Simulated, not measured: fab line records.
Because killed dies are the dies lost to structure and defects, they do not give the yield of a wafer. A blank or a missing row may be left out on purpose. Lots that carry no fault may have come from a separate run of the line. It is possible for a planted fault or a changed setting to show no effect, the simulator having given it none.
fab line records ; flow nand_harc ; part 1 of 2: steps 1 to 4 of 6
record: lots: 23; wafers: 69; last_day: 33
route steps=1302 shown A_STAIRCASE@886 A_SGD_CUT@910 A_WL_FILL@975 A_CONTACT@1000
lots untouched by any fault: they come from a run of this same line in which no faults occurred
start_h: hours from the record's first day to the start of the lot's first wafer shown ; wait_h: time in hours since the lot's previous step ; " identical to the entry in the row above ; L1.1+2: a single row standing in for several wafers ; - value missing, or start not given ; * or withheld: withheld ; < > ~ a bound
route shown NAME@n: a module of which the file shows steps, and the number in the route of the first ; usual: mean and standard deviation over wafers with no fault ; same: alike in all rows ; chamber/n: place in a boat ; sites: readings site by site ; _std_site: the standard deviation of these ; _edge_site: inner sites' mean taken away from outer sites' mean ; radius_mm: how far each site lies from the wafer's centre ; mask NAME#n: copy n ; behind: tool/chamber where the wafer was last shaped ; hold: why the lot was held/for how many hours/how that ended ; device: names the non-switching transistor (n, p or np) ; end of line: at the end of the route, the tests of the same wafers ; a step given without rows: its recipe and nothing more ; killed: at the first sort, the dies lost to defects and structure; wafer yield is something else ; map: a wafer's dies, x killed, . not, _ none there
set.NAME: the run value of the setting; set.NAME@STEP: its run value at that earlier step ; model.NAME: the simulator's own value behind a step, which no gauge read
steps of the route over a sample of lots; a table a step, a row a wafer
services: the hour from which a tool's chamber was out of use, counted from the record's first day as start_h (under 0 if before that day), plus the number of hours and why
== steps ==
step: NHARC_A_STAIRCASE_CMP_472
recipe: material: SiO2
usual: motor_current_A: 11.5/1.5; pad_life_wafers: 212/120
lot.wafer;tool;chamber;start_h;wait_h;motor_current_A;pad_life_wafers
L074.2;cmp-03;2;433.26;0.2;11.4;300
L074.1;cmp-03;0;433.26;0.2;13.5;302
L074.5;cmp-03;2;433.26;0.2;11.4;-
L075.2;cmp-03;3;451.17;0.2;11.3;378
L075.4;cmp-03;1;451.17;0.2;10.8;380
L075.5;cmp-03;0;451.17;0.2;13.6;-
L077.3;cmp-02;1;451.26;0.2;10.1;78
L077.2;cmp-02;2;451.26;0.2;13.6;79
L077.5;cmp-02;2;451.26;0.2;13.9;-
L076.4;cmp-02;1;453.96;0.2;9.9;97
L076.3;cmp-02;3;453.96;0.2;14.0;99
L076.5;cmp-02;0;453.96;0.2;10.3;-
L079.1;cmp-03;0;473.25;0.2;13.2;48
L079.4;cmp-03;1;473.25;0.2;10.3;49
L079.3;cmp-03;2;473.25;0.2;11.4;50
L078.2;cmp-04;3;473.55;0.3;13.6;266
L078.1;cmp-04;0;473.55;0.3;10.4;267
L078.5;cmp-04;1;473.55;0.3;10.8;-
L080.3;cmp-03;2;490.56;0.2;11.5;109
L080.5;cmp-03;1;490.56;0.2;10.5;-
L080.6;cmp-03;2;490.56;0.2;12.0;-
L081.2;cmp-04;0;490.71;0.2;11.0;336
L081.1;cmp-04;2;490.71;0.2;9.5;338
L081.3;cmp-04;3;490.71;0.2;13.4;339
L082.4;cmp-03;3;508.69;0.1;10.5;187
L082.3;cmp-03;0;508.69;0.1;14.2;188
L082.5;cmp-03;2;508.69;0.1;11.3;-
L083.4;cmp-04;2;508.96;0.2;9.7;7
L083.2;cmp-04;3;508.96;0.2;13.8;8
L083.6;cmp-04;2;508.96;0.2;9.2;-
L084.2;cmp-03;3;538.98;0.2;10.9;313
L084.4;cmp-03;0;538.98;0.2;14.1;314
L084.6;cmp-03;3;538.98;0.2;10.8;-
L085.4;cmp-03;2;540.98;0.2;11.8;332
L085.6;cmp-03;0;540.98;0.2;13.1;-
L085.5;cmp-03;1;540.98;0.2;10.5;-
L087.2;cmp-04;3;567.60;0.3;14.4;231
L087.5;cmp-04;0;567.60;0.3;10.9;-
L087.6;cmp-04;1;567.60;0.3;11.2;-
L089.3;cmp-02;3;580.23;0.2;13.3;187
L089.1;cmp-02;0;580.23;0.2;10.7;188
L089.6;cmp-02;2;580.23;0.2;14.5;-
L088.4;cmp-03;1;580.36;0.2;10.4;96
L088.1;cmp-03;3;580.36;0.2;10.5;98
L088.5;cmp-03;1;580.36;0.2;10.5;-
L091.3;cmp-04;3;592.01;0.2;13.3;336
L091.2;cmp-04;2;592.01;0.2;9.7;339
L091.6;cmp-04;0;592.01;0.2;10.5;-
L090.4;cmp-02;3;592.26;0.2;13.2;258
L090.3;cmp-02;1;592.26;0.2;10.0;260
L090.5;cmp-02;0;592.26;0.2;11.4;-
L092.3;cmp-04;3;592.80;0.2;14.0;343
L092.1;cmp-04;1;592.80;0.2;11.1;345
L092.6;cmp-04;3;592.80;0.2;13.0;-
L093.4;cmp-04;2;621.17;0.2;10.0;48
L093.3;cmp-04;1;621.17;0.2;11.1;51
L093.5;cmp-04;2;621.17;0.2;9.8;-
L094.1;cmp-03;3;631.89;0.2;10.2;330
L094.2;cmp-03;0;631.89;0.2;13.7;331
L094.5;cmp-03;3;631.89;0.2;10.8;-
L095.3;cmp-03;2;641.97;0.2;11.8;372
L095.2;cmp-03;3;641.97;0.2;9.9;373
L095.5;cmp-03;3;641.97;0.2;10.8;-
L096.3;cmp-03;0;669.54;0.3;13.8;38
L096.5;cmp-03;2;669.54;0.3;11.6;-
L096.6;cmp-03;3;669.54;0.3;10.6;-
L097.3;cmp-04;3;672.96;0.3;13.5;266
L097.4;cmp-04;0;672.96;0.3;10.6;267
L097.6;cmp-04;2;672.96;0.3;10.0;-
step: NHARC_A_SGD_CUT_STRIP_17
recipe: o2_flow_sccm: 500; ar_flow_sccm: 0; bias_w: 0; chemistry: O2
usual: chamber_pressure_mTorr: 60.00/0.057; drypump_motor_current_A: 5.60/0.28; oes_product_au: 1.005/0.011; rf_vpp_V: 57.7/0.95; showerhead_plenum_p_Torr: 3.53/0.13; throttle_valve_pct: 17.036/0.0086
lot.wafer;tool;chamber;start_h;wait_h;chamber_pressure_mTorr;drypump_motor_current_A;oes_product_au;rf_hours_counter_h;rf_vpp_V;showerhead_plenum_p_Torr;throttle_valve_pct
L074.2;rie_diel-10;2;-;-;60.05;5.50;1.013;0;57.3;3.47;17.024
L074.1;rie_diel-10;0;-;-;59.98;5.09;0.986;1;57.3;3.39;17.044
L074.5;rie_diel-10;2;-;-;60.02;5.53;1.014;-;57.6;3.47;17.038
L075.4;rie_diel-05;3;-;-;59.98;5.46;1.011;3;57.0;3.44;17.037
L075.2;rie_diel-05;2;-;-;59.97;5.82;1.006;3;57.8;3.33;17.039
L075.5;rie_diel-05;3;-;-;60.01;5.46;1.015;-;57.4;3.44;17.049
L077.2;rie_diel-11;2;-;-;60.00;5.23;1.011;2;58.6;3.67;17.035
L077.3;rie_diel-11;0;-;-;60.00;5.48;1.000;1;57.8;3.54;17.044
L077.5;rie_diel-11;3;-;-;59.97;5.99;1.002;-;57.9;3.69;17.039
L076.4;rie_diel-05;3;-;-;59.94;5.46;1.014;4;58.7;3.43;17.035
L076.3;rie_diel-05;1;-;-;59.92;5.98;0.997;4;56.5;3.43;17.040
L076.5;rie_diel-05;3;-;-;59.84;5.45;1.007;-;56.4;3.43;17.033
L079.4;rie_diel-10;2;-;-;59.93;5.49;1.013;3;59.8;3.47;17.021
L079.1;rie_diel-10;0;-;-;59.94;5.09;0.983;3;57.8;3.39;17.036
L079.3;rie_diel-10;1;-;-;60.06;5.62;1.020;3;57.3;3.78;17.046
L078.1;rie_diel-11;1;-;-;59.97;6.00;1.009;3;59.6;3.69;17.036
L078.2;rie_diel-11;2;-;-;60.02;5.23;1.011;3;59.4;3.67;17.038
L078.5;rie_diel-11;0;-;-;60.08;5.52;1.007;-;59.2;3.54;17.046
L080.3;rie_diel-10;1;-;-;60.04;5.61;1.020;3;59.6;3.78;17.049
L080.6;rie_diel-10;3;-;-;59.94;5.65;0.991;-;56.1;3.52;17.025
L080.5;rie_diel-10;0;-;-;59.98;5.08;0.993;-;57.7;3.39;17.026
L081.2;rie_diel-11;2;-;-;60.01;5.23;1.007;5;60.0;3.67;17.027
L081.3;rie_diel-11;3;-;-;60.04;5.98;1.011;5;56.9;3.69;17.032
L081.1;rie_diel-11;0;-;-;60.01;5.50;0.999;4;56.9;3.54;17.023
L082.3;rie_diel-05;3;-;-;60.00;5.46;1.008;8;57.7;3.43;17.025
L082.4;rie_diel-05;0;-;-;60.07;5.51;1.004;8;57.1;3.46;17.040
L082.5;rie_diel-05;3;-;-;60.04;5.46;1.008;-;58.9;3.43;17.033
L083.4;rie_diel-11;2;-;-;59.97;5.22;1.011;8;57.8;3.67;17.032
L083.2;rie_diel-11;3;-;-;60.00;5.99;0.998;7;58.1;3.69;17.024
L083.6;rie_diel-11;2;-;-;59.97;5.22;1.005;-;58.8;3.67;17.043
L084.2;rie_diel-10;3;-;-;60.03;5.67;0.988;6;56.5;3.52;17.045
L084.4;rie_diel-10;0;-;-;60.00;5.07;0.991;6;55.7;3.39;17.043
L084.6;rie_diel-10;0;-;-;60.10;5.07;0.984;-;57.2;3.39;17.019
L085.4;rie_diel-11;3;-;-;60.04;5.98;1.009;10;57.2;3.69;17.038
L085.5;rie_diel-11;3;-;-;60.01;5.98;1.021;-;58.6;3.69;17.038
L085.6;rie_diel-11;0;-;-;60.02;5.51;1.006;-;57.4;3.54;17.034
L087.2;rie_diel-10;3;-;-;60.03;5.66;1.003;8;58.5;3.52;17.038
L087.5;rie_diel-10;3;-;-;59.92;5.66;0.998;-;57.1;3.52;17.034
L087.6;rie_diel-10;0;-;-;59.95;5.06;0.989;-;57.7;3.39;17.036
L089.1;rie_diel-05;1;-;-;60.05;5.98;1.004;13;58.2;3.43;17.041
L089.3;rie_diel-05;0;-;-;59.94;5.51;1.003;12;58.2;3.45;17.025
L089.6;rie_diel-05;2;-;-;59.94;5.84;1.008;-;57.1;3.33;17.027
L088.4;rie_diel-10;1;-;-;60.06;5.61;1.012;9;57.6;3.77;17.032
L088.1;rie_diel-10;2;-;-;60.10;5.53;1.021;9;58.1;3.47;17.025
L088.5;rie_diel-10;3;-;-;59.94;5.69;1.001;-;58.2;3.52;17.034
L091.3;rie_diel-11;1;-;-;59.96;5.99;0.988;14;57.4;3.68;17.058
L091.2;rie_diel-11;0;-;-;60.02;5.50;1.004;12;57.7;3.53;17.029
L091.6;rie_diel-11;1;-;-;60.12;5.98;0.986;-;56.1;3.68;17.035
L090.4;rie_diel-10;0;-;-;59.98;5.10;0.992;10;57.4;3.39;17.033
L090.3;rie_diel-10;1;-;-;59.91;5.61;1.017;10;58.3;3.77;17.041
L090.5;rie_diel-10;2;-;-;60.07;5.54;1.010;-;58.5;3.47;17.033
L092.3;rie_diel-11;2;-;-;59.97;5.25;1.017;15;58.9;3.67;17.048
L092.1;rie_diel-11;3;-;-;60.03;6.03;1.009;14;57.7;3.69;17.026
L092.6;rie_diel-11;2;-;-;59.99;5.22;1.007;-;59.0;3.67;17.025
L093.3;rie_diel-05;2;-;-;59.96;5.88;0.992;3;57.0;3.33;17.031
L093.4;rie_diel-05;0;-;-;59.98;5.49;1.018;3;57.3;3.45;17.042
L093.5;rie_diel-05;2;-;-;59.91;5.85;0.988;-;56.3;3.33;17.041
L094.1;rie_diel-10;2;-;-;60.06;5.53;1.016;1;58.3;3.47;17.044
L094.2;rie_diel-10;0;-;-;59.94;5.09;1.005;1;57.3;3.38;17.027
L094.5;rie_diel-10;2;-;-;59.89;5.53;1.018;-;56.5;3.47;17.041
L095.3;rie_diel-05;0;-;-;60.07;5.52;1.012;4;56.2;3.45;17.041
L095.2;rie_diel-05;1;-;-;59.99;5.97;1.013;4;55.8;3.42;17.030
L095.5;rie_diel-05;0;-;-;59.97;5.52;1.012;-;56.8;3.45;17.036
L096.3;rie_diel-10;1;-;-;60.08;5.60;1.018;3;59.0;3.77;17.032
L096.6;rie_diel-10;2;-;-;59.98;5.55;1.020;-;59.0;3.46;17.047
L096.5;rie_diel-10;3;-;-;60.03;5.65;1.002;-;58.6;3.52;17.024
L097.4;rie_diel-10;1;-;-;60.07;5.61;1.009;3;57.9;3.77;17.041
L097.3;rie_diel-10;2;-;-;60.08;5.54;1.006;3;57.9;3.46;17.032
L097.6;rie_diel-10;0;-;-;59.98;5.09;1.001;-;57.1;3.38;17.043
step: NHARC_A_WL_FILL_ALD_19
recipe: target_thk_a: 20; pulse_time_s: 3; ald_cycles: 100; temp_c: 450; material: TiN
usual: heater_power_w: 1089/99; precursor_pulse_height_rel: 1.000/0.02
lot.wafer;tool;chamber;start_h;wait_h;heater_power_w;precursor_pulse_height_rel
L074.1;ald_metal-03;0;479.61;0.1;1320;1.028
L074.2;ald_metal-03;1;479.61;0.1;1025;1.017
L074.5;ald_metal-03;0;479.61;0.1;1318;0.956
L077.2;ald_metal-02;3;495.29;0.1;1134;1.035
L077.3;ald_metal-02;1;495.29;0.1;1097;0.973
L077.5;ald_metal-02;3;495.29;0.1;1130;1.006
L076.3;ald_metal-03;0;497.81;0.1;1293;1.013
L076.4;ald_metal-03;3;497.81;0.1;1023;1.002
L076.5;ald_metal-03;1;497.81;0.1;1047;0.971
L075.2;ald_metal-01;3;502.05;0.1;1080;1.004
L075.4;ald_metal-01;1;502.05;0.1;981;0.981
L075.5;ald_metal-01;3;502.05;0.1;1066;1.011
L078.2;ald_metal-03;0;517.36;0.1;1278;0.968
L078.1;ald_metal-03;2;517.36;0.1;1213;1.030
L078.5;ald_metal-03;1;517.36;0.1;1045;1.001
L079.4;ald_metal-01;1;520.66;0.1;1031;0.979
L079.1;ald_metal-01;2;520.66;0.1;910;1.047
L079.3;ald_metal-01;0;520.66;0.1;1083;1.012
L081.3;ald_metal-02;2;538.84;0.1;1087;0.987
L081.2;ald_metal-02;3;538.84;0.1;1126;1.004
L081.1;ald_metal-02;0;538.84;0.1;982;0.942
L080.3;ald_metal-03;0;538.86;0.1;1306;1.033
L080.5;ald_metal-03;3;538.86;0.1;1010;1.026
L080.6;ald_metal-03;0;538.86;0.1;1276;0.980
L083.4;ald_metal-02;2;553.91;0.1;1071;0.995
L083.2;ald_metal-02;0;553.91;0.1;1005;0.981
L083.6;ald_metal-02;2;553.91;0.1;1064;1.001
L082.3;ald_metal-03;2;553.96;0.1;1211;1.009
L082.4;ald_metal-03;0;553.96;0.1;1329;0.982
L082.5;ald_metal-03;2;553.96;0.1;1224;0.959
L085.4;ald_metal-03;1;584.14;0.1;1022;0.990
L085.6;ald_metal-03;0;584.14;0.1;1235;0.966
L085.5;ald_metal-03;1;584.14;0.1;1021;1.011
L084.2;ald_metal-02;2;584.19;0.1;1095;1.034
L084.4;ald_metal-02;3;584.19;0.1;1164;1.037
L084.6;ald_metal-02;1;584.19;0.1;1082;1.032
L087.2;ald_metal-01;0;614.08;0.1;1086;1.021
L087.5;ald_metal-01;3;614.08;0.1;1042;0.974
L087.6;ald_metal-01;0;614.08;0.1;1084;1.006
L089.1;ald_metal-03;3;627.66;0.1;1071;0.984
L089.3;ald_metal-03;2;627.66;0.1;1217;0.993
L089.6;ald_metal-03;0;627.66;0.1;1247;0.989
L088.4;ald_metal-02;1;627.67;0.1;1141;0.982
L088.1;ald_metal-02;2;627.67;0.1;1086;0.996
L088.5;ald_metal-02;0;627.67;0.1;966;0.985
L090.3;ald_metal-02;0;637.87;0.1;958;1.005
L090.4;ald_metal-02;2;637.87;0.1;1095;1.020
L090.5;ald_metal-02;1;637.87;0.1;1175;0.973
L091.2;ald_metal-03;0;637.91;0.1;1270;1.020
L091.3;ald_metal-03;1;637.91;0.1;1004;1.011
L091.6;ald_metal-03;2;637.91;0.1;1213;0.997
L092.3;ald_metal-01;3;637.91;0.1;1099;1.007
L092.1;ald_metal-01;0;637.91;0.1;1090;1.019
L092.6;ald_metal-01;2;637.91;0.1;936;1.006
L093.4;ald_metal-02;0;670.96;0.1;947;0.984
L093.3;ald_metal-02;1;670.96;0.1;1199;0.990
L093.5;ald_metal-02;3;670.96;0.1;1114;0.995
L094.2;ald_metal-01;0;678.81;0.1;1076;1.027
L094.1;ald_metal-01;1;678.81;0.1;1046;0.988
L094.5;ald_metal-01;0;678.81;0.1;1110;1.009
L095.2;ald_metal-01;1;688.81;0.1;1059;0.986
L095.3;ald_metal-01;0;688.81;0.1;1111;0.970
L095.5;ald_metal-01;1;688.81;0.1;1048;0.997
L097.3;ald_metal-02;0;713.99;0.1;959;0.998
L097.4;ald_metal-02;2;713.99;0.1;1071;0.977
L097.6;ald_metal-02;1;713.99;0.1;1146;1.033
L096.3;ald_metal-03;0;714.05;0.2;1293;1.017
L096.6;ald_metal-03;1;714.05;0.2;1011;0.995
L096.5;ald_metal-03;2;714.05;0.2;1218;1.004
step: NHARC_A_CONTACT_DESCUM_47
recipe: time_s: 3; o2_flow_sccm: 200; ar_flow_sccm: 0; bias_power_w: 0; chemistry: O2
usual: chamber_pressure_mTorr: 59.99/0.058; drypump_motor_current_A: 5.7/0.47; oes_product_au: 0.997/0.011; rf_vpp_V: 57.8/0.89; showerhead_plenum_p_Torr: 1.94/0.068; throttle_valve_pct: 11.311/0.0084
lot.wafer;tool;chamber;start_h;wait_h;chamber_pressure_mTorr;drypump_motor_current_A;oes_product_au;rf_hours_counter_h;rf_vpp_V;showerhead_plenum_p_Torr;throttle_valve_pct
L074.2;rie_diel-13;1;486.46;0.1;59.95;6.1;0.986;24;58.3;1.91;11.302
L074.1;rie_diel-13;2;486.46;0.1;59.96;4.8;0.990;23;56.3;1.86;11.300
L074.5;rie_diel-13;1;486.46;0.1;60.06;6.1;0.991;-;57.9;1.91;11.329
L077.2;rie_diel-08;3;502.00;0.1;59.84;5.8;0.996;47;58.6;2.05;11.300
L077.3;rie_diel-08;1;502.00;0.1;60.07;5.9;1.004;41;56.2;2.04;11.315
L077.5;rie_diel-08;2;502.00;0.1;60.10;5.6;1.010;-;58.0;1.92;11.321
L076.3;rie_diel-13;0;505.58;0.1;59.95;6.1;1.011;27;57.5;1.93;11.315
L076.4;rie_diel-13;1;505.58;0.1;59.99;6.1;0.991;27;58.2;1.91;11.317
L076.5;rie_diel-13;3;505.58;0.1;60.03;5.3;1.014;-;58.0;2.01;11.314
L075.4;rie_diel-13;0;512.01;0.1;60.01;6.1;1.020;29;58.3;1.93;11.308
L075.2;rie_diel-13;1;512.01;0.1;59.91;6.1;0.980;29;57.2;1.91;11.317
L075.5;rie_diel-13;3;512.01;0.1;60.05;5.3;1.004;-;57.5;2.01;11.313
L078.1;rie_diel-08;0;526.34;0.1;60.05;6.2;1.007;50;56.8;1.93;11.309
L078.2;rie_diel-08;1;526.34;0.1;59.98;5.9;1.004;50;58.3;2.04;11.318
L078.5;rie_diel-08;1;526.34;0.1;59.96;5.9;0.995;-;57.8;2.04;11.302
L079.4;rie_diel-13;3;529.62;0.1;60.06;5.3;0.983;0;59.4;2.01;11.304
L079.1;rie_diel-13;1;529.62;0.1;59.98;6.1;0.986;0;57.5;1.91;11.315
L079.3;rie_diel-13;2;529.62;0.1;60.07;4.8;0.992;0;57.4;1.86;11.312
L081.3;rie_diel-13;0;545.43;0.1;59.97;6.1;1.003;3;57.7;1.93;11.310
L081.2;rie_diel-13;2;545.43;0.1;60.03;4.9;0.984;5;57.4;1.86;11.299
L081.1;rie_diel-13;3;545.43;0.1;60.02;5.3;0.973;3;58.6;2.01;11.306
L080.3;rie_diel-13;2;546.96;0.1;59.98;4.9;1.003;6;57.8;1.86;11.313
L080.6;rie_diel-13;3;546.96;0.1;59.94;5.3;0.980;-;56.5;2.01;11.309
L080.5;rie_diel-13;0;546.96;0.1;60.07;6.1;1.010;-;59.3;1.93;11.321
L083.2;rie_diel-13;2;565.50;0.1;60.02;4.8;0.994;9;57.4;1.86;11.320
L083.6;rie_diel-13;0;565.50;0.1;59.96;6.1;1.022;-;56.6;1.93;11.323
L083.4;rie_diel-13;2;565.50;0.1;59.97;4.8;1.004;-;56.6;1.86;11.314
L082.4;rie_diel-08;3;565.64;0.1;60.04;5.8;1.005;2;58.0;2.04;11.318
L082.3;rie_diel-08;1;565.64;0.1;59.93;5.9;0.984;2;58.0;2.04;11.309
L082.5;rie_diel-08;3;565.64;0.1;59.94;5.8;1.005;-;59.0;2.04;11.314
L085.4;rie_diel-08;2;590.70;0.1;59.98;5.6;0.998;12;57.2;1.91;11.321
L085.6;rie_diel-08;1;590.70;0.1;59.99;5.9;0.977;-;58.7;2.03;11.309
L085.5;rie_diel-08;2;590.70;0.1;60.05;5.6;0.992;-;58.8;1.91;11.308
L084.4;rie_diel-04;2;591.01;0.1;60.00;5.6;0.997;8;56.4;1.77;11.317
L084.2;rie_diel-04;3;591.01;0.1;59.94;6.1;0.993;15;59.0;1.91;11.308
L084.6;rie_diel-04;0;591.01;0.1;60.00;6.2;0.998;-;58.1;2.05;11.313
L087.2;rie_diel-13;2;621.39;0.1;60.06;4.9;0.999;17;57.8;1.86;11.310
L087.6;rie_diel-13;2;621.39;0.1;60.06;4.9;1.005;-;58.1;1.86;11.316
L087.5;rie_diel-13;3;621.39;0.1;59.98;5.3;0.991;-;59.1;2.00;11.328
L089.3;rie_diel-13;1;634.37;0.1;60.03;6.2;0.991;15;57.6;1.90;11.311
L089.1;rie_diel-13;2;634.37;0.1;60.04;4.8;0.998;20;57.3;1.85;11.301
L089.6;rie_diel-13;1;634.37;0.1;60.00;6.2;0.989;-;58.7;1.90;11.318
L088.4;rie_diel-13;1;634.54;0.1;59.98;6.1;0.987;15;57.7;1.90;11.299
L088.1;rie_diel-13;2;634.54;0.1;59.92;4.9;0.982;20;55.8;1.86;11.311
L088.5;rie_diel-13;0;634.54;0.1;59.99;6.1;0.993;-;58.1;1.93;11.309
L090.4;rie_diel-13;1;644.48;0.1;59.96;6.1;0.980;17;56.9;1.90;11.303
L090.3;rie_diel-13;3;644.48;0.1;60.01;5.3;0.984;18;59.2;2.00;11.316
L090.5;rie_diel-13;1;644.48;0.1;59.94;6.1;0.995;-;57.9;1.90;11.308
L091.2;rie_diel-08;0;644.78;0.1;59.98;6.2;0.994;28;57.8;1.91;11.321
L091.3;rie_diel-08;3;644.78;0.1;60.00;5.8;1.001;26;60.4;2.03;11.295
L091.6;rie_diel-08;0;644.78;0.1;60.08;6.2;0.990;-;57.3;1.91;11.305
L092.1;rie_diel-04;1;644.96;0.1;59.93;5.9;1.001;30;56.0;1.87;11.324
L092.3;rie_diel-04;2;644.96;0.1;60.01;5.6;0.995;22;57.7;1.77;11.317
L092.6;rie_diel-04;3;644.96;0.1;59.98;6.2;0.999;-;57.3;1.91;11.318
L093.4;rie_diel-13;0;679.59;0.1;59.99;6.1;1.005;24;57.9;1.93;11.311
L093.3;rie_diel-13;2;679.59;0.1;59.97;4.8;1.000;28;57.7;1.85;11.311
L093.5;rie_diel-13;3;679.59;0.1;59.98;5.3;0.990;-;57.2;2.00;11.292
L094.1;rie_diel-08;1;685.62;0.1;60.04;5.9;0.993;44;58.2;2.02;11.303
L094.2;rie_diel-08;3;685.62;0.1;60.05;5.8;1.008;43;57.0;2.03;11.302
L094.5;rie_diel-08;0;685.62;0.1;60.04;6.2;0.992;-;56.5;1.91;11.310
L095.3;rie_diel-13;0;695.53;0.1;59.96;6.1;1.001;26;57.2;1.93;11.314
L095.2;rie_diel-13;1;695.53;0.1;60.04;6.1;0.994;25;58.4;1.90;11.296
L095.5;rie_diel-13;0;695.53;0.1;59.97;6.1;1.008;-;56.8;1.93;11.314
L096.3;rie_diel-13;0;720.69;0.1;59.92;6.1;1.006;1;59.4;1.93;11.307
L096.6;rie_diel-13;2;720.69;0.1;60.04;4.9;1.002;-;57.6;1.85;11.316
L096.5;rie_diel-13;3;720.69;0.1;60.08;5.3;1.001;-;57.9;2.00;11.306
L097.4;rie_diel-08;2;720.85;0.1;59.91;5.6;0.995;51;57.8;1.89;11.332
L097.3;rie_diel-08;3;720.85;0.1;59.89;5.8;1.000;52;58.9;2.02;11.314
L097.6;rie_diel-08;0;720.85;0.1;59.94;6.2;0.990;-;57.7;1.91;11.316
